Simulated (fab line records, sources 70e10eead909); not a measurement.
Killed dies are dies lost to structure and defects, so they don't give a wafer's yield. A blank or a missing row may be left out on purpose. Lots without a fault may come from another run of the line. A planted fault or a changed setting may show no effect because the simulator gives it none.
Chamber matching | flow nand_harc | NHARC_THIN_TSV_DEP_47 on pecvd-02: 3 sister chambers
The step deposits SiO2, target thk 200 nm. 16 wafers are shown with their chamber, then 8 later ones without.

WAFERS WITH THEIR CHAMBER
wafer  | chamber | throttle_valve_pct (%)
L996.2 | 2       | 16.7
L996.3 | 1       | 16.6
L996.4 | 2       | 16.5
L998.1 | 1       | 16.1
L998.3 | 0       | 15.8
L998.5 | 0       | 15.7
L997.1 | 0       | 15.7
L997.2 | 2       | 16.8
L997.4 | 1       | 16.6
L102.2 | 0       | 15.4
L102.4 | 2       | 16.7
L102.5 | 1       | 15.9
L105.2 | 2       | 16.8
L105.4 | 0       | 15.3
L105.5 | 2       | 16.3
L106.1 | 1       | 16.4

SIGNATURES (means of the wafers above)
reading            | chamber 0 | chamber 1 | chamber 2 | scatter within a chamber
throttle_valve_pct | 15.580    | 16.320    | 16.633    | 0.243
Rule: a wafer's distance from a chamber is the root of the sum, over the readings, of the square of ((its reading less the chamber's mean) divided by the reading's scatter). The wafer belongs to the nearest chamber; if the next one is less than 2 further off, it can't be placed. The scatter: the root of (the sum of the squares of (reading less its chamber's mean) over the shown wafers, divided by (wafers less chambers)).

WAFERS WITHOUT THEIR CHAMBER
wafer  | throttle_valve_pct (%)
L106.3 | 15.4
L106.4 | 16.3
L112.4 | 16.1
L112.5 | 15.4
L112.6 | 16.8
L119.2 | 15.5
L119.3 | 16.8
L119.4 | 16.4

WHICH CHAMBER EACH WENT THROUGH
wafer  | from the rows above          | in truth
L106.3 | 0                            | 0
L106.4 | can't be placed: 1 or 2      | 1
L112.4 | can't be placed: 1 or 0 or 2 | 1
L112.5 | 0                            | 0
L112.6 | can't be placed: 2 or 1      | 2
L119.2 | 0                            | 0
L119.3 | can't be placed: 2 or 1      | 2
L119.4 | can't be placed: 1 or 2      | 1
Placed correctly: 3 of 8. Can't be placed from these rows: 5 (the true chamber is among the candidates in 5). Placed wrongly: 0.
